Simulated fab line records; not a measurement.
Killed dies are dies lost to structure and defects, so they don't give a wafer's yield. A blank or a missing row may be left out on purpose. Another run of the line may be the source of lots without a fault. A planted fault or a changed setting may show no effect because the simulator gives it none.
fab line records | flow nand_harc
record: lots: 5 wafers: 15 last_day: 25
route steps=1159 shown P_GATE@141
lots untouched by any fault: they come from a run of this same line in which no faults occurred
start_h: the number of hours between the record's first day and the start of the first shown wafer of the lot | wait_h: hours since the lot's step before | " repeats the value in the row above | L1.1+2: a row that stands for several wafers | - value missing, or start not given | * or withheld: withheld | < > ~ a bound
route shown NAME@n: NAME is a module with steps in the file, n the number in the route of the first one | usual: mean/standard deviation of fault-free wafers | same: alike in all rows | chamber/n: place in a boat | sites: readings site by site | _std_site: the values' standard deviation | _edge_site: mean of outer sites minus mean of inner sites | radius_mm: for every site, how far away it sits from the centre of the wafer | mask NAME#n: copy n | behind: the most recent tool/chamber to have shaped the wafer | hold: cause of the lot's hold/its duration in hours/its outcome | device: names the non-switching transistor (n, p or np) | end of line: at the end of the route, the tests of the same wafers | step lacking rows: just its recipe | killed: dies that structure and defects cost at the first sort, which is not the same as the wafer's yield | map: shows each die of a wafer: x if killed, . if not, _ if none is there
set.NAME: the run value of the setting; set.NAME@STEP: its run value at that earlier step | model.NAME: the simulator's own value behind a step, which no gauge read
lots at some steps of the route; a table a step, a row a wafer
services: a tool's chamber out of use, with start hour (start_h, from the record's first day; less than 0 if before it), hours out, and reason
== steps ==
step: NHARC_P_GATE_CD_MEAS_26
recipe: target_cd_nm: 120 landing_energy_ev: 500
usual: cd_nm: 119.6/0.59
columns lot.wafer tool chamber start_h wait_h cd_nm
L080.1 cd_sem-01 0 125.82 - 120.4
L080.2 " 0 " " 120.3
L080.5 " 0 " " 119.2
L082.2 cd_sem-01 0 136.43 - 119.6
L082.3 " 0 " " 118.7
L082.5 " 0 " " 119.2
L086.1 cd_sem-02 0 165.64 - 118.7
L086.2 " 0 " " 118.5
L086.6 " 0 " " 119.3
L094.2 cd_sem-03 0 201.17 - 120.0
L094.3 " 0 " " 119.7
L094.5 " 0 " " 119.3
L097.1 cd_sem-01 0 231.52 - 119.6
L097.5 " 0 " " 119.8
L097.6 " 0 " " 118.9
step: NHARC_P_GATE_OVL_MEAS_27
usual: overlay_x_nm: -0.1/0.57 overlay_y_nm: -0.1/0.89
columns lot.wafer tool chamber start_h wait_h overlay_x_nm overlay_y_nm
L080.1 overlay-01 - 125.91 - -0.3 -0.3
L080.2 " - " " -0.3 -0.2
L080.5 " - " " -0.2 0.0
L082.2 overlay-02 - 136.51 - 0.1 -0.7
L082.3 " - " " 0.5 -1.1
L082.5 " - " " 1.0 -0.8
L086.1 overlay-01 - 165.73 - -0.7 -0.4
L086.2 " - " " -0.1 -0.5
L086.6 " - " " -0.1 -0.3
L094.2 overlay-02 - 201.26 - 0.7 1.0
L094.3 " - " " 1.4 1.4
L094.5 " - " " 0.4 1.6
L097.1 overlay-02 - 231.61 - 0.5 -0.1
L097.5 " - " " 0.3 -0.2
L097.6 " - " " 0.5 0.4
step: NHARC_P_GATE_INSPECT_28
usual: raw_defect_count: 6/3.1
columns lot.wafer tool chamber start_h wait_h raw_defect_count
L080.1 defect_inspect-01 - 125.95 0.0 15
L080.2 " - " " 6
L080.5 " - " " 7
L082.2 defect_inspect-02 - 136.55 0.0 8
L082.3 " - " " 7
L082.5 " - " " 6
L086.1 defect_inspect-02 - 165.77 0.0 5
L086.2 " - " " 9
L086.6 " - " " 7
L094.2 defect_inspect-02 - 201.30 0.0 7
L094.3 " - " " 5
L094.5 " - " " 7
L097.1 defect_inspect-01 - 231.65 0.0 6
L097.5 " - " " 8
L097.6 " - " " 5
step: NHARC_P_GATE_DESCUM_31
recipe: time_s: 3 o2_flow_sccm: 200 ar_flow_sccm: 0 bias_power_w: 0 chemistry: O2
usual: chamber_pressure_mTorr: 60.00/0.058 drypump_motor_current_A: 5.7/0.54 oes_product_au: 1.000/0.011 rf_vpp_V: 57.6/1 showerhead_plenum_p_Torr: 1.87/0.081 throttle_valve_pct: 11.311/0.009
columns lot.wafer tool chamber start_h wait_h chamber_pressure_mTorr drypump_motor_current_A oes_product_au rf_hours_counter_h rf_vpp_V showerhead_plenum_p_Torr throttle_valve_pct
L080.1 rie_diel-13 2 126.02 0.1 60.02 5.8 1.000 8 57.3 1.89 11.303
L080.2 " 3 " " 59.98 5.4 1.003 8 58.4 2.07 11.292
L080.5 " 0 " " 59.97 5.3 0.984 - 57.3 1.83 11.300
L082.2 rie_diel-01 3 136.62 0.1 60.01 5.9 0.993 34 58.5 1.81 11.300
L082.3 " 1 " " 60.02 5.1 0.985 33 56.6 1.85 11.316
L082.5 " 3 " " 59.86 5.8 0.990 - 58.4 1.81 11.313
L086.2 rie_diel-13 1 165.83 0.1 60.03 6.3 0.996 24 58.3 1.90 11.312
L086.1 " 2 " " 60.04 5.8 0.986 23 57.6 1.88 11.308
L086.6 " 2 " " 59.96 5.8 0.994 - 55.6 1.88 11.307
L094.3 rie_diel-13 2 201.36 0.1 59.96 5.8 0.991 34 59.9 1.88 11.315
L094.2 " 0 " " 59.92 5.3 0.993 38 58.0 1.82 11.322
L094.5 " 3 " " 60.12 5.4 1.000 - 59.3 2.06 11.281
L097.1 rie_diel-13 3 231.73 0.1 59.93 5.4 0.989 46 58.0 2.06 11.314
L097.5 " 1 " " 59.91 6.3 0.995 - 56.3 1.90 11.301
L097.6 " 2 " " 59.89 5.8 0.996 - 58.2 1.88 11.317
step: NHARC_P_GATE_ETCH_104
recipe: target_depth_a: 600 time_s: withheld cf4_flow_sccm: 100 chf3_flow_sccm: 30 ar_flow_sccm: 0 rf_w: 500 bias_w: 200 chemistry: CF4/CHF3
usual: chamber_pressure_mTorr: 24.998/0.023 drypump_motor_current_A: 5.6/0.54 oes_product_au: 0.954/0.021 rf_vpp_V: 369.5/2.3 showerhead_plenum_p_Torr: 1.54/0.064 throttle_valve_pct: 16.802/0.009
columns lot.wafer tool chamber start_h wait_h chamber_pressure_mTorr drypump_motor_current_A oes_product_au rf_vpp_V showerhead_plenum_p_Torr throttle_valve_pct
L080.2 rie_diel-13 1 126.15 0.1 25.003 6.3 0.953 370.5 1.57 16.789
L080.1 " 3 " " 24.970 5.4 0.969 375.2 1.70 16.809
L080.5 " 0 " " 24.941 5.3 0.944 368.3 1.51 16.799
L082.3 rie_diel-01 3 136.69 0.1 25.001 5.9 0.944 367.3 1.49 16.797
L082.2 " 2 " " 24.979 5.3 0.940 367.7 1.50 16.800
L082.5 " 0 " " 24.975 4.8 0.960 373.0 1.65 16.802
L086.1 rie_diel-13 2 165.99 0.2 24.980 5.8 0.953 369.3 1.55 16.817
L086.2 " 3 " " 24.984 5.4 0.951 376.1 1.69 16.806
L086.6 " 0 " " 25.027 5.3 0.952 368.4 1.50 16.794
L094.2 rie_diel-13 0 201.56 0.2 25.042 5.2 0.939 369.1 1.50 16.800
L094.3 " 2 " " 24.993 5.8 0.934 368.2 1.55 16.794
L094.5 " 3 " " 25.003 5.4 0.949 374.6 1.69 16.799
L097.1 rie_diel-13 1 231.80 0.1 25.015 6.3 0.961 371.1 1.56 16.801
L097.6 " 0 " " 24.999 5.3 0.952 367.0 1.50 16.804
L097.5 " 1 " " 25.005 6.3 0.967 371.5 1.56 16.804
step: NHARC_P_GATE_HM_OPEN_105
recipe: target_depth_a: 3600 o2_flow_sccm: 400 cos_flow_sccm: 20 ar_flow_sccm: 0 rf_w: 500 bias_w: 300 chemistry: O2/COS
usual: chamber_pressure_mTorr: 19.999/0.016 drypump_motor_current_A: 5.6/0.51 oes_product_au: 0.999/0.011 rf_vpp_V: 465.6/2.9 showerhead_plenum_p_Torr: 3.05/0.13 throttle_valve_pct: 28.330/0.0076
columns lot.wafer tool chamber start_h wait_h chamber_pressure_mTorr drypump_motor_current_A oes_product_au rf_hours_counter_h rf_vpp_V showerhead_plenum_p_Torr throttle_valve_pct
L080.2 rie_diel-13 2 - - 20.017 5.8 0.990 8 465.9 3.08 28.331
L080.1 " 0 " " 20.005 5.3 0.991 9 464.8 2.99 28.342
L080.5 " 2 " " 20.019 5.8 1.004 - 467.8 3.08 28.328
L082.2 rie_diel-01 1 - - 20.005 5.1 0.995 33 465.5 3.03 28.319
L082.3 " 3 " " 19.994 5.9 0.988 34 463.5 2.96 28.337
L082.5 " 2 " " 19.986 5.3 1.004 - 464.4 2.97 28.326
L086.1 rie_diel-13 3 - - 19.991 5.5 0.990 24 471.8 3.36 28.337
L086.2 " 1 " " 20.027 6.3 0.993 24 467.1 3.11 28.329
L086.6 " 3 " " 19.994 5.5 0.979 - 472.1 3.36 28.332
L094.2 rie_diel-13 3 - - 20.004 5.5 0.993 35 473.4 3.35 28.336
L094.3 " 2 " " 19.986 5.8 0.993 34 463.6 3.07 28.324
L094.5 " 0 " " 20.006 5.3 0.986 - 465.4 2.98 28.329
L097.1 rie_diel-13 1 - - 19.996 6.3 1.000 45 466.2 3.09 28.346
L097.5 " 1 " " 19.981 6.3 0.995 - 466.2 3.09 28.342
L097.6 " 2 " " 19.979 5.8 1.002 - 466.2 3.07 28.337
step: NHARC_P_GATE_STRIP_106
recipe: o2_flow_sccm: 400 cos_flow_sccm: 20 ar_flow_sccm: 0 bias_w: 0 chemistry: O2/COS
columns lot.wafer tool chamber start_h wait_h
L080.1+2+5 rie_diel-13 2,0,2 - -
L082.2+3+5 rie_diel-01 3,0,1 - -
L086.2+1+6 rie_diel-13 2,0,2 - -
L094.3+2+5 rie_diel-13 0,2,0 - -
L097.1+5+6 rie_diel-13 3,3,0 - -
step: NHARC_P_GATE_ETCH_114
recipe: target_depth_a: 300 overetch_a: 30 time_s: 16.5 ion_energy_ev: 100 cf4_flow_sccm: 80 o2_flow_sccm: 20 ar_flow_sccm: 0 rf_w: 300 bias_w: 100 chemistry: CF4/O2
usual: chamber_pressure_mTorr: 29.998/0.028 drypump_motor_current_A: 5.6/0.53 oes_product_au: 1.001/0.01 rf_vpp_V: 197.4/1.4 showerhead_plenum_p_Torr: 1.31/0.057 throttle_valve_pct: 13.398/0.0088
columns lot.wafer tool chamber start_h wait_h chamber_pressure_mTorr drypump_motor_current_A oes_product_au rf_hours_counter_h rf_vpp_V showerhead_plenum_p_Torr throttle_valve_pct
L080.1 rie_diel-13 0 - - 30.013 5.2 0.991 9 199.3 1.28 13.392
L080.2 " 1 " " 30.031 6.3 0.997 9 199.6 1.33 13.394
L080.5 " 0 " " 29.916 5.2 0.984 - 195.8 1.28 13.396
L082.3 rie_diel-01 3 - - 29.972 5.9 0.999 34 198.3 1.26 13.388
L082.2 " 1 " " 30.021 5.0 0.982 33 198.3 1.29 13.398
L082.5 " 0 " " 30.022 4.8 1.004 - 198.2 1.40 13.399
L086.1 rie_diel-13 2 - - 30.012 5.8 0.988 23 198.2 1.32 13.402
L086.2 " 3 " " 30.036 5.4 0.994 24 200.4 1.44 13.398
L086.6 " 2 " " 30.003 5.8 0.998 - 197.1 1.31 13.390
L094.3 rie_diel-13 0 - - 29.972 5.3 0.993 39 196.2 1.27 13.400
L094.2 " 3 " " 29.949 5.4 0.997 35 198.4 1.44 13.385
L094.5 " 3 " " 30.004 5.4 1.008 - 199.5 1.44 13.400
L097.1 rie_diel-13 0 - - 29.927 5.3 0.992 49 195.7 1.27 13.400
L097.5 " 1 " " 30.063 6.3 1.002 - 198.1 1.32 13.374
L097.6 " 2 " " 29.972 5.8 0.998 - 197.3 1.31 13.399
step: NHARC_P_GATE_ETCH_32
recipe: target_depth_a: 1500 over_etch_frac: 1 over_etch_ion_energy_ev: 40 time_s: 100.1 hbr_flow_sccm: 150 cl2_flow_sccm: 50 rf_w: 400 icp_w: 400 bias_w: 100 chemistry: HBr/Cl2
usual: chamber_pressure_mTorr: 15.000/0.013 drypump_motor_current_A: 5.7/0.55 oes_product_au: 0.997/0.0098 throttle_valve_pct: 26.406/0.0083
columns lot.wafer tool chamber start_h wait_h chamber_pressure_mTorr drypump_motor_current_A oes_product_au rf_hours_counter_h throttle_valve_pct
L080.2 rie_si-04 1 126.54 - 14.994 5.9 0.992 0.1 26.400
L080.1 " 2 " " 15.008 5.1 1.003 0.1 26.414
L080.5 " 0 " " 15.012 5.5 0.994 - 26.412
L082.2 rie_si-03 3 137.07 - 15.010 5.8 0.994 1.4 26.404
L082.3 " 2 " " 15.003 6.2 0.990 1.4 26.411
L082.5 " 3 " " 14.981 5.9 1.000 - 26.415
L086.2 rie_si-03 0 166.36 - 15.007 5.8 0.976 0.1 26.409
L086.1 " 1 " " 14.991 4.6 0.970 0.1 26.403
L086.6 " 0 " " 15.000 5.8 0.998 - 26.402
L094.3 rie_si-01 3 202.00 - 15.012 5.2 0.985 0.6 26.414
L094.2 " 1 " " 14.980 6.1 1.013 0.6 26.409
L094.5 " 0 " " 14.986 6.7 0.997 - 26.394
L097.1 rie_si-03 1 233.59 - 14.979 4.7 0.990 0.7 26.413
L097.5 " 3 " " 14.998 5.9 1.001 - 26.402
L097.6 " 0 " " 15.002 5.8 0.993 - 26.405
step: NHARC_P_GATE_STRIP_108
recipe: o2_flow_sccm: 500 ar_flow_sccm: 0 bias_w: 0 chemistry: O2
usual: chamber_pressure_mTorr: 60.00/0.058 drypump_motor_current_A: 5.6/0.5 oes_product_au: 1.001/0.0099 rf_vpp_V: 57.7/0.91 showerhead_plenum_p_Torr: 3.48/0.15 throttle_valve_pct: 17.037/0.0092
columns lot.wafer tool chamber start_h wait_h chamber_pressure_mTorr drypump_motor_current_A oes_product_au rf_hours_counter_h rf_vpp_V showerhead_plenum_p_Torr throttle_valve_pct
L080.1 rie_diel-13 1 126.72 - 59.97 6.3 0.995 9 57.5 3.52 17.039
L080.2 " 2 " " 60.01 5.8 0.999 8 57.1 3.48 17.032
L080.5 " 3 " " 60.06 5.5 1.004 - 58.7 3.80 17.039
L082.2 rie_diel-01 3 137.23 - 59.99 5.9 1.000 34 57.0 3.34 17.032
L082.3 " 0 " " 59.94 4.9 1.008 33 57.3 3.70 17.038
L082.5 " 3 " " 60.07 5.9 0.981 - 56.0 3.34 17.038
L086.1 rie_diel-13 2 166.55 - 59.99 5.8 1.000 23 59.2 3.48 17.020
L086.2 " 3 " " 60.02 5.4 1.007 24 58.8 3.79 17.041
L086.6 " 1 " " 60.01 6.3 1.011 - 57.8 3.51 17.046
L094.2 rie_diel-13 0 202.17 - 59.96 5.3 0.994 39 58.6 3.37 17.051
L094.3 " 3 " " 60.03 5.4 0.996 35 58.4 3.79 17.036
L094.5 " 3 " " 60.14 5.4 1.001 - 58.3 3.79 17.033
L097.1 rie_diel-01 0 233.75 - 60.00 4.9 1.001 15 57.1 3.69 17.028
L097.6 " 2 " " 60.06 5.4 1.003 - 55.3 3.35 17.037
L097.5 " 3 " " 59.98 5.9 0.983 - 58.1 3.33 17.033
step: NHARC_P_GATE_CD_MEAS_33
usual: cd_nm: 120.0/2.5
columns lot.wafer tool chamber start_h wait_h cd_nm
L080.1 cd_sem-01 - 126.86 - 121.0
L080.2 " - " " 117.3
L080.5 " - " " 123.9
L082.2 cd_sem-02 - 137.43 - 120.4
L082.3 " - " " 123.8
L082.5 " - " " 115.4
L086.1 cd_sem-01 - 166.71 - 121.2
L086.2 " - " " 120.8
L086.6 " - " " 121.5
L094.2 cd_sem-01 - 202.38 0.2 121.9
L094.3 " - " " 116.6
L094.5 " - " " 120.2
L097.1 cd_sem-01 - 233.90 - 117.2
L097.5 " - " " 118.5
L097.6 " - " " 115.6
step: NHARC_P_GATE_STRIP_35
recipe: time_s: 600 temp_c: 130 chemistry: SPM
columns lot.wafer tool chamber start_h wait_h
L080.5+1+2 wet_bench-02 5,6,2 126.95 0.1
L082.2+3+5 wet_bench-02 5,6,7 137.52 0.1
L086.1+2+6 wet_bench-02 4,5,6 166.81 0.1
L094.3+5+2 wet_bench-07 0,2,3 202.46 0.1
L097.1+5+6 wet_bench-02 7,1,2 233.98 0.1
step: NHARC_P_GATE_PRECLEAN_73
recipe: time_s: * temp_c: 50 bath_age_min: 0 chemistry: SC1
columns lot.wafer tool chamber start_h wait_h
L080.5+1+2 wet_bench-02 5,6,2 - -
L082.2+3+5 wet_bench-02 5,6,7 - -
L086.1+2+6 wet_bench-02 4,5,6 - -
L094.3+5+2 wet_bench-07 0,2,3 - -
L097.1+5+6 wet_bench-02 7,1,2 - -
step: NHARC_P_GATE_SRD_74
columns lot.wafer tool chamber start_h wait_h
L080.5+1+2 wet_bench-02 5,6,2 - -
L082.2+3+5 wet_bench-02 5,6,7 - -
L086.1+2+6 wet_bench-02 4,5,6 - -
L094.3+5+2 wet_bench-07 0,2,3 - -
L097.1+5+6 wet_bench-02 7,1,2 - -
step: NHARC_P_GATE_ALD_36
recipe: target_thk_a: 200 pulse_time_s: 60 ald_cycles: 223 temp_c: 400 material: SiNx
usual: heater_power_w: 868/130 precursor_pulse_height_rel: 1.000/0.019
columns lot.wafer tool chamber start_h wait_h heater_power_w precursor_pulse_height_rel
L080.2 ald_sin-01 0 127.33 - 874 1.008
L080.1 " 2 129.43 - 798 1.008
L080.5 " 1 132.59 - 785 0.982
L082.3 ald_sin-02 0 140.01 - 998 0.993
L082.2 " 1 141.07 - 1125 1.031
L082.5 " 3 143.19 - 700 1.011
L086.1 ald_sin-03 1 168.24 - 789 1.001
L086.2 " 3 170.38 - 700 1.000
L086.6 " 1 172.53 - 761 1.001
L094.2 ald_sin-01 2 204.90 - 812 0.976
L094.3 " 3 205.93 - 809 1.023
L094.5 " 0 206.96 - 824 0.988
L097.1 ald_sin-01 1 236.45 - 808 1.003
L097.5 " 3 238.55 - 796 1.042
L097.6 " 0 239.60 - 817 0.999
step: NHARC_P_GATE_ETCHBACK_37
recipe: target_depth_a: 345 time_s: 17.2 chf3_flow_sccm: 50 o2_flow_sccm: 10 ar_flow_sccm: 200 rf_w: 500 bias_w: 200 chemistry: CHF3/O2
usual: chamber_pressure_mTorr: 25.001/0.022 drypump_motor_current_A: 5.7/0.47 oes_product_au: 0.95/0.037 rf_vpp_V: 369.9/2.3 showerhead_plenum_p_Torr: 2.36/0.11 throttle_valve_pct: 20.573/0.0093
columns lot.wafer tool chamber start_h wait_h chamber_pressure_mTorr drypump_motor_current_A oes_product_au rf_hours_counter_h rf_vpp_V showerhead_plenum_p_Torr throttle_valve_pct
L080.2 rie_diel-13 1 - - 24.969 6.3 0.94 11 372.3 2.39 20.575
L080.1 " 2 " " 25.012 5.8 0.93 10 369.7 2.37 20.574
L080.5 " 1 " " 24.990 6.3 0.94 - 372.5 2.39 20.571
L082.3 rie_diel-13 0 - - 25.004 5.3 0.98 15 368.6 2.30 20.579
L082.2 " 1 " " 24.982 6.3 1.00 15 371.1 2.39 20.569
L082.5 " 0 " " 25.016 5.3 0.98 - 369.2 2.30 20.584
L086.2 rie_diel-01 2 - - 25.053 5.3 0.92 8 368.9 2.28 20.573
L086.1 " 0 " " 24.984 4.9 0.93 6 373.5 2.52 20.583
L086.6 " 2 " " 24.991 5.4 0.91 - 368.5 2.28 20.578
L094.2 rie_diel-04 3 - - 25.044 6.2 1.01 32 368.1 2.30 20.576
L094.3 " 1 " " 25.042 6.5 1.01 30 370.6 2.42 20.558
L094.5 " 3 " " 24.964 6.2 0.99 - 369.1 2.30 20.571
L097.1 rie_diel-13 1 - - 25.036 6.2 0.93 49 369.0 2.38 20.583
L097.5 " 1 " " 25.054 6.3 0.94 - 370.4 2.38 20.575
L097.6 " 2 " " 25.030 5.8 0.93 - 368.9 2.36 20.576
step: NHARC_P_GATE_STRIP_101
recipe: time_s: 20 o2_flow_sccm: 500 ar_flow_sccm: 0 bias_w: 0 chemistry: O2
usual: chamber_pressure_mTorr: 60.00/0.055 drypump_motor_current_A: 5.7/0.48 oes_product_au: 1.000/0.01 rf_vpp_V: 57.7/0.92 showerhead_plenum_p_Torr: 3.48/0.15 throttle_valve_pct: 17.036/0.0098
columns lot.wafer tool chamber start_h wait_h chamber_pressure_mTorr drypump_motor_current_A oes_product_au rf_hours_counter_h rf_vpp_V showerhead_plenum_p_Torr throttle_valve_pct
L080.2 rie_diel-13 1 136.91 0.1 59.93 6.3 1.001 11 57.8 3.52 17.039
L080.1 " 2 " " 60.08 5.8 1.004 10 57.7 3.48 17.029
L080.5 " 2 " " 59.92 5.8 0.996 - 59.3 3.48 17.043
L082.3 rie_diel-13 1 147.52 0.1 60.15 6.3 1.007 15 57.4 3.51 17.048
L082.2 " 0 " " 59.98 5.3 0.978 15 57.4 3.38 17.036
L082.5 " 2 " " 60.02 5.8 0.993 - 56.8 3.48 17.046
L086.1 rie_diel-01 2 176.88 0.1 59.96 5.3 1.004 8 57.8 3.35 17.020
L086.2 " 3 " " 60.00 5.9 1.004 7 57.8 3.34 17.030
L086.6 " 2 " " 60.07 5.3 0.993 - 59.5 3.35 17.026
L094.2 rie_diel-04 1 212.31 0.1 59.97 6.5 1.032 30 57.6 3.55 17.035
L094.3 " 2 " " 60.04 6.3 1.006 32 57.6 3.28 17.036
L094.5 " 2 " " 59.95 6.3 1.011 - 57.5 3.28 17.042
L097.1 rie_diel-13 2 243.93 0.1 60.03 5.8 1.007 51 58.0 3.46 17.027
L097.6 " 0 " " 59.98 5.3 1.003 - 56.6 3.36 17.043
L097.5 " 1 " " 60.01 6.3 1.020 - 56.3 3.50 17.039
step: NHARC_P_GATE_PRECLEAN_97
recipe: time_s: 600 temp_c: 120 chemistry: SPM
columns lot.wafer tool chamber start_h wait_h
L080.5+2+1 wet_bench-05 5,6,0 137.01 -
L082.3+5+2 wet_bench-05 5,0,1 147.61 -
L086.1+6+2 wet_bench-07 1,3,4 176.97 -
L094.5+2+3 wet_bench-05 4,6,7 212.42 -
L097.6+1+5 wet_bench-05 2,3,4 244.03 -
step: NHARC_P_GATE_SRD_98
columns lot.wafer tool chamber start_h wait_h
L080.5+2+1 wet_bench-05 5,6,0 - -
L082.3+5+2 wet_bench-05 5,0,1 - -
L086.1+6+2 wet_bench-07 1,3,4 - -
L094.5+2+3 wet_bench-05 4,6,7 - -
L097.6+1+5 wet_bench-05 2,3,4 - -
step: NHARC_P_GATE_PRECLEAN_99
recipe: time_s: * temp_c: 50 bath_age_min: 0 chemistry: SC1
columns lot.wafer tool chamber start_h wait_h
L080.5+2+1 wet_bench-05 5,6,0 - -
L082.3+5+2 wet_bench-05 5,0,1 - -
L086.1+6+2 wet_bench-07 1,3,4 - -
L094.5+2+3 wet_bench-05 4,6,7 - -
L097.6+1+5 wet_bench-05 2,3,4 - -
step: NHARC_P_GATE_SRD_100
columns lot.wafer tool chamber start_h wait_h
L080.5+2+1 wet_bench-05 5,6,0 - -
L082.3+5+2 wet_bench-05 5,0,1 - -
L086.1+6+2 wet_bench-07 1,3,4 - -
L094.5+2+3 wet_bench-05 4,6,7 - -
L097.6+1+5 wet_bench-05 2,3,4 - -
step: NHARC_P_GATE_DEHYDRATE_38
recipe: temp_c: 150 time_s: 120
usual: plate_temp_C: 150.00/0.14
columns lot.wafer tool chamber start_h wait_h plate_temp_C
L080.1 litho_track-05 0 137.40 - 150.12
L080.2 " 0 " " 150.01
L080.5 " 0 " " 150.16
L082.2 litho_track-05 0 148.02 - 150.10
L082.3 " 0 " " 150.19
L082.5 " 0 " " 150.20
L086.1 litho_track-07 0 177.37 - 149.96
L086.2 " 0 " " 149.85
L086.6 " 0 " " 149.92
L094.2 litho_track-05 0 212.81 - 150.09
L094.3 " 0 " " 149.91
L094.5 " 0 " " 150.04
L097.1 litho_track-03 0 244.41 - 150.10
L097.5 " 0 " " 150.11
L097.6 " 0 " " 150.12
step: NHARC_P_GATE_HMDS_39
recipe: time_s: 30
columns lot.wafer tool chamber start_h wait_h
L080.1+2+5 litho_track-05 0 - -
L082.2+3+5 litho_track-05 0 - -
L086.1+2+6 litho_track-07 0 - -
L094.2+3+5 litho_track-05 0 - -
L097.1+5+6 litho_track-03 0 - -
step: NHARC_P_GATE_COAT_40
recipe: spin_rpm: 3000
usual: spin_speed_rpm: 2999.7/1.9
columns lot.wafer tool chamber start_h wait_h spin_speed_rpm
L080.1 litho_track-05 0 - - 2998.5
L080.2 " 0 " " 3002.2
L080.5 " 0 " " 3001.3
L082.2 litho_track-05 0 - - 2998.9
L082.3 " 0 " " 3001.7
L082.5 " 0 " " 3000.2
L086.1 litho_track-07 0 - - 3000.3
L086.2 " 0 " " 3001.4
L086.6 " 0 " " 2999.5
L094.2 litho_track-05 0 - - 3000.5
L094.3 " 0 " " 2999.0
L094.5 " 0 " " 2999.6
L097.1 litho_track-03 0 - - 3000.5
L097.5 " 0 " " 2996.7
L097.6 " 0 " " 3000.3
step: NHARC_P_GATE_SOFTBAKE_41
recipe: temp_c: 122 time_s: 95
usual: plate_temp_C: 121.98/0.12
columns lot.wafer tool chamber start_h wait_h plate_temp_C
L080.1 litho_track-05 0 - - 121.87
L080.2 " 0 " " 121.82
L080.5 " 0 " " 121.74
L082.2 litho_track-05 0 - - 121.94
L082.3 " 0 " " 122.07
L082.5 " 0 " " 122.12
L086.1 litho_track-07 0 - - 121.95
L086.2 " 0 " " 122.02
L086.6 " 0 " " 122.05
L094.2 litho_track-05 0 - - 122.11
L094.3 " 0 " " 121.77
L094.5 " 0 " " 122.14
L097.1 litho_track-03 0 - - 122.10
L097.5 " 0 " " 122.12
L097.6 " 0 " " 122.10
step: NHARC_P_GATE_EBR_42
columns lot.wafer tool chamber start_h wait_h
L080.1+2+5 litho_track-05 0 - -
L082.2+3+5 litho_track-05 0 - -
L086.1+2+6 litho_track-07 0 - -
L094.2+3+5 litho_track-05 0 - -
L097.1+5+6 litho_track-03 0 - -
step: NHARC_P_GATE_EXPOSE_43
recipe: na: 0.6 target_cd_nm: 720 dose_mj: 14.81 mask_id: P_NSD
usual: exposure_dose_mJ_cm2: 14.811/0.016 stage_vel_mm_s: 500.00/0.22
columns lot.wafer tool chamber start_h wait_h mask exposure_dose_mJ_cm2 stage_vel_mm_s
L080.1 krf_scanner-03 0 137.67 - P_NSD#0 14.780 499.63
L080.2 " 0 " " P_NSD#0 14.808 500.04
L080.5 " 0 " " P_NSD#0 14.795 499.72
L082.2 krf_scanner-01 0 148.29 - P_NSD#0 14.801 500.03
L082.3 " 0 " " P_NSD#0 14.808 500.18
L082.5 " 0 " " P_NSD#0 14.786 500.11
L086.1 krf_scanner-03 0 177.51 - P_NSD#0 14.805 500.13
L086.2 " 0 " " P_NSD#0 14.823 499.89
L086.6 " 0 " " P_NSD#0 14.820 499.97
L094.2 krf_scanner-03 0 213.08 - P_NSD#0 14.807 499.61
L094.3 " 0 " " P_NSD#0 14.825 499.75
L094.5 " 0 " " P_NSD#0 14.807 499.57
L097.1 krf_scanner-01 0 244.56 - P_NSD#0 14.788 499.76
L097.5 " 0 " " P_NSD#0 14.807 499.83
L097.6 " 0 " " P_NSD#0 14.791 500.27
step: NHARC_P_GATE_PEB_44
recipe: peb_temp_c: 118 peb_time_s: 85
usual: plate_temp_C: 118.02/0.13
columns lot.wafer tool chamber start_h wait_h plate_temp_C
L080.1 litho_track-03 0 137.74 0.1 118.05
L080.2 " 0 " " 118.01
L080.5 " 0 " " 117.87
L082.2 litho_track-05 0 148.35 0.1 118.06
L082.3 " 0 " " 118.08
L082.5 " 0 " " 118.04
L086.1 litho_track-07 0 177.58 0.1 117.78
L086.2 " 0 " " 117.70
L086.6 " 0 " " 117.84
L094.2 litho_track-07 0 213.14 0.1 118.17
L094.3 " 0 " " 118.18
L094.5 " 0 " " 117.89
L097.1 litho_track-03 0 244.62 0.1 117.92
L097.5 " 0 " " 118.06
L097.6 " 0 " " 118.15
step: NHARC_P_GATE_DEVELOP_45
recipe: time_s: 70
columns lot.wafer tool chamber start_h wait_h
L080.1+2+5 litho_track-03 0 - -
L082.2+3+5 litho_track-05 0 - -
L086.1+2+6 litho_track-07 0 - -
L094.2+3+5 litho_track-07 0 - -
L097.1+5+6 litho_track-03 0 - -
step: NHARC_P_GATE_CD_MEAS_46
recipe: target_cd_nm: 720 landing_energy_ev: 500
usual: cd_nm: 720.1/1.6
columns lot.wafer tool chamber start_h wait_h cd_nm
L080.1 cd_sem-01 0 137.83 - 721.9
L080.2 " 0 " " 718.4
L080.5 " 0 " " 720.4
L082.2 cd_sem-01 0 148.44 - 719.3
L082.3 " 0 " " 721.4
L082.5 " 0 " " 716.7
L086.1 cd_sem-01 0 177.67 - 720.4
L086.2 " 0 " " 719.1
L086.6 " 0 " " 718.4
L094.2 cd_sem-01 0 213.24 - 718.4
L094.3 " 0 " " 719.6
L094.5 " 0 " " 719.5
L097.1 cd_sem-03 0 244.71 - 718.9
L097.5 " 0 " " 720.6
L097.6 " 0 " " 719.3
step: NHARC_P_GATE_HARDBAKE_47
recipe: temp_c: 125 time_s: 80
usual: plate_temp_C: 124.99/0.12
columns lot.wafer tool chamber start_h wait_h plate_temp_C
L080.1 litho_track-07 0 137.91 - 124.94
L080.2 " 0 " " 125.05
L080.5 " 0 " " 124.77
L082.2 litho_track-03 0 148.52 - 125.15
L082.3 " 0 " " 124.84
L082.5 " 0 " " 124.93
L086.1 litho_track-07 0 177.75 - 124.90
L086.2 " 0 " " 124.96
L086.6 " 0 " " 125.27
L094.2 litho_track-07 0 213.32 - 124.66
L094.3 " 0 " " 124.95
L094.5 " 0 " " 124.89
L097.1 litho_track-03 0 244.81 - 124.94
L097.5 " 0 " " 124.88
L097.6 " 0 " " 125.19
== services ==
columns tool chamber start_h hours kind
ald_sin-03 - 107.52 10.0 pm
rie_si-01 1 110.79 6.6 repair
rie_diel-04 - 112.99 9.0 pm
rie_si-01 - 127.00 9.0 pm
rie_diel-01 - 137.80 9.0 pm
ald_sin-01 - 145.24 10.0 pm
rie_si-03 - 155.00 9.0 pm
krf_scanner-03 - 168.00 4.0 pm
rie_si-01 - 173.40 0.2 repair
wet_bench-02 - 180.05 8.0 pm
litho_track-07 - 189.00 7.0 pm
rie_si-04 1 196.62 4.3 repair
wet_bench-05 - 196.81 8.0 pm
rie_diel-13 1 201.55 12.4 repair
rie_diel-01 0 205.12 5.4 repair
ald_sin-03 3 209.26 2.8 repair
litho_track-03 - 213.00 7.0 pm
rie_diel-13 0 213.81 5.5 repair
rie_si-03 0 226.61 5.5 repair
ald_sin-02 - 228.00 10.0 pm
krf_scanner-01 - 231.42 0.3 repair
ald_sin-03 2 236.85 2.1 repair
litho_track-05 - 237.00 7.0 pm
wet_bench-02 - 242.63 0.6 repair
== key ==
fault none
